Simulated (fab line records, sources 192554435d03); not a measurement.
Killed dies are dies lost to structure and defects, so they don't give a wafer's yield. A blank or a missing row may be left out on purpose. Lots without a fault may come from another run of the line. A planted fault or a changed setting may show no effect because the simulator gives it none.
Split-lot experiment | flow n5_finfet | 7 lots, 21 wafers read, on a route of 1938 steps

THE SPLIT
At N5_DUMMY_GATE_HM_DEP_06 (deposits SiNx from DCS/NH3, target thk 80 nm, time 5141 s), the setting time_s was moved away from the recipe's 5141 s on 15 of the 21 wafers read, by -7.6% to +12.5%. The other wafers ran this setting at the recipe's value.

The reading is taken at the split's own step.

THE READING
SiNx_of_DUMMY_GATE_HM_DEP_06.thk_nm (the simulator's own value, which no gauge read), in nm, at N5_DUMMY_GATE_HM_DEP_06 (deposits SiNx from DCS/NH3, target thk 80 nm, time 5141 s). The file gives no usual value for it. The 6 wafers here that ran the recipe average 80.1 nm, standard deviation 0.68 nm.

wafer  | tool, chamber at the split | time_s as run, s | against the recipe | SiNx_of_DUMMY_GATE_HM_DEP_06.thk_nm, nm | against lot-mates on the recipe
L075.2 | -, -                       | 5784             | +12.5%             | 89.8                                    | no lot-mate on the recipe
L075.3 | -, -                       | 5784             | +12.5%             | 89.4                                    | no lot-mate on the recipe
L075.6 | -, -                       | 5784             | +12.5%             | 89.6                                    | no lot-mate on the recipe
L077.1 | lpcvd-01, 0/65             | 5141             | recipe             | 80.4                                    | -
L077.4 | lpcvd-01, 0/79             | 5141             | recipe             | 80.6                                    | -
L077.5 | lpcvd-01, 0/84             | 5141             | recipe             | 80.8                                    | -
L082.2 | -, -                       | 4902             | -4.6%              | 76.4                                    | no lot-mate on the recipe
L082.4 | -, -                       | 4902             | -4.6%              | 76.2                                    | no lot-mate on the recipe
L082.5 | -, -                       | 4902             | -4.6%              | 76.2                                    | no lot-mate on the recipe
L083.2 | -, -                       | 5615             | +9.2%              | 87                                      | no lot-mate on the recipe
L083.3 | -, -                       | 5615             | +9.2%              | 86.6                                    | no lot-mate on the recipe
L083.6 | -, -                       | 5615             | +9.2%              | 86.6                                    | no lot-mate on the recipe
L088.1 | -, -                       | 5141             | recipe             | 78.8                                    | -
L088.2 | -, -                       | 5141             | recipe             | 80.2                                    | -
L088.6 | -, -                       | 5141             | recipe             | 79.6                                    | -
L089.1 | -, -                       | 5736             | +11.6%             | 88.8                                    | no lot-mate on the recipe
L089.3 | -, -                       | 5736             | +11.6%             | 89.2                                    | no lot-mate on the recipe
L089.4 | -, -                       | 5736             | +11.6%             | 89                                      | no lot-mate on the recipe
L097.2 | -, -                       | 4748             | -7.6%              | 74                                      | no lot-mate on the recipe
L097.4 | -, -                       | 4748             | -7.6%              | 74                                      | no lot-mate on the recipe
L097.5 | -, -                       | 4748             | -7.6%              | 74.2                                    | no lot-mate on the recipe

THE FIT
A straight line over all 21 wafers: SiNx_of_DUMMY_GATE_HM_DEP_06.thk_nm changes by +0.769 nm for each +1% of time_s; r = +1.00; the points scatter about the line by 0.43 nm.
Too few moved wafers have a lot-mate on the recipe to fit a line with each lot's own level taken away.

THE FILE'S OWN FIT
SiNx_of_DUMMY_GATE_HM_DEP_06.thk_nm changes by +0.769 nm for each +1% of time_s, r = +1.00.
